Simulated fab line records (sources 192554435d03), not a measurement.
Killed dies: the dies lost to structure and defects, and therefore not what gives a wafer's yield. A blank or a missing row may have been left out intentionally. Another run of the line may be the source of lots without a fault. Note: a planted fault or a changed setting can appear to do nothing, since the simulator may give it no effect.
Lot-split experiment -- flow n5_finfet -- on a route of 1938 steps: 7 lots, 21 wafers read

== THE SPLIT ==
At N5_SD_EPI_N_ETCH_16 (etches SiO2 in CHF3/O2, target depth 5 nm), the setting target_depth_a was moved away from the recipe's 50 angstrom on 6 of the 21 wafers read, by -10.9% to +9.6%. For the rest of the wafers, this setting stayed at what the recipe calls for.

The reading is taken at the split's own step.

== THE READING ==
etch.depth_nm (the simulator's own value, which no gauge read), in nm, at N5_SD_EPI_N_ETCH_16 (etches SiO2 in CHF3/O2, target depth 5 nm). No usual value for it is given in the file. Across the 15 wafers here that went through the recipe, the average is 5.005 nm and the standard deviation 0.1 nm.

wafer,"tool, chamber at the split","target_depth_a as run, angstrom",against the recipe,"etch.depth_nm, nm",against lot-mates on the recipe
L076.1,"rie_diel-01, 2",50,recipe,4.947,-
L076.4,"rie_diel-01, 0",48.13,-3.7%,4.889,-0.046
L076.6,"rie_diel-01, 2",50,recipe,4.924,-
L079.1,"rie_diel-01, 2",50,recipe,4.939,-
L079.3,"rie_diel-01, 1",50,recipe,4.896,-
L079.6,"rie_diel-01, 1",50,recipe,4.897,-
L080.1,"rie_diel-01, 1",44.53,-10.9%,4.383,-0.547
L080.3,"rie_diel-01, 3",44.53,-10.9%,4.513,-0.417
L080.4,"rie_diel-01, 2",50,recipe,4.93,-
L082.2,"rie_diel-04, 3",50,recipe,5.216,-
L082.3,"rie_diel-04, 1",54.79,+9.6%,5.485,+0.350
L082.5,"rie_diel-04, 0",50,recipe,5.054,-
L086.2,"rie_diel-04, 0",50,recipe,5.034,-
L086.3,"rie_diel-04, 3",50,recipe,5.165,-
L086.5,"rie_diel-04, 0",50,recipe,5.094,-
L089.2,"rie_diel-01, 3",50,recipe,5.015,-
L089.4,"rie_diel-01, 1",50,recipe,4.856,-
L089.6,"rie_diel-01, 0",50,recipe,5.084,-
L090.1,"rie_diel-01, 0",50,recipe,5.027,-
L090.5,"rie_diel-01, 1",48.27,-3.5%,4.701,-0.326
L090.6,"rie_diel-01, 0",48.27,-3.5%,4.876,-0.151

THE FIT
A straight line over all 21 wafers: etch.depth_nm changes by +0.0507 nm for each +1% of target_depth_a; r = +0.91; the points scatter about the line by 0.099 nm.
The same after taking each lot's own level away (the mean of its wafers on the recipe; 21 wafers): +0.0421 nm for each +1%; r = +0.92; scatter 0.075 nm.
Per that fit: largest target_depth_a move, reading shift of 0.46 nm.
From 4.9107 to 5.1350 nm: that is the span of the lots' own levels, equal to 2.2 times the standard deviation above.
So the slope is not independent of the lot-to-lot level: the two fits are not the same.
Check: with one of the wafers moved furthest among these (-10.9%) left out of the fit, the line predicts -0.43 nm for it against its lot-mates. It came out at -0.547 nm against them.

== OTHER SPLITS ON THESE WAFERS ==
Before the reading, these wafers also passed through other splits. Each is held against what the fit with the lots' levels taken away leaves over:
other split on the same wafers,wafers away from the commonest value,r with etch.depth_nm (lot level and that fit taken away)
N5_WELL_APT_PEB_23 peb_time_s,8,-0.50
N5_WELL_APT_DEVELOP_24 develop_time_s,7,+0.18
N5_FIN_SAQP_ALD_61 ald_cycles,8,+0.04
N5_FIN_SAQP_HM_DEP_03 time_s,8,-0.54
N5_FIN_SAQP_SPACER1_ALD_24 temp_c,6,-0.16
N5_FIN_SAQP_COAT_68 spin_rpm,7,-0.20
N5_DUMMY_GATE_COAT_28 spin_rpm,8,+0.07

== THE FILE'S OWN FIT ==
etch.depth_nm changes by +0.0406 nm for each +1% of target_depth_a, r = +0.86.
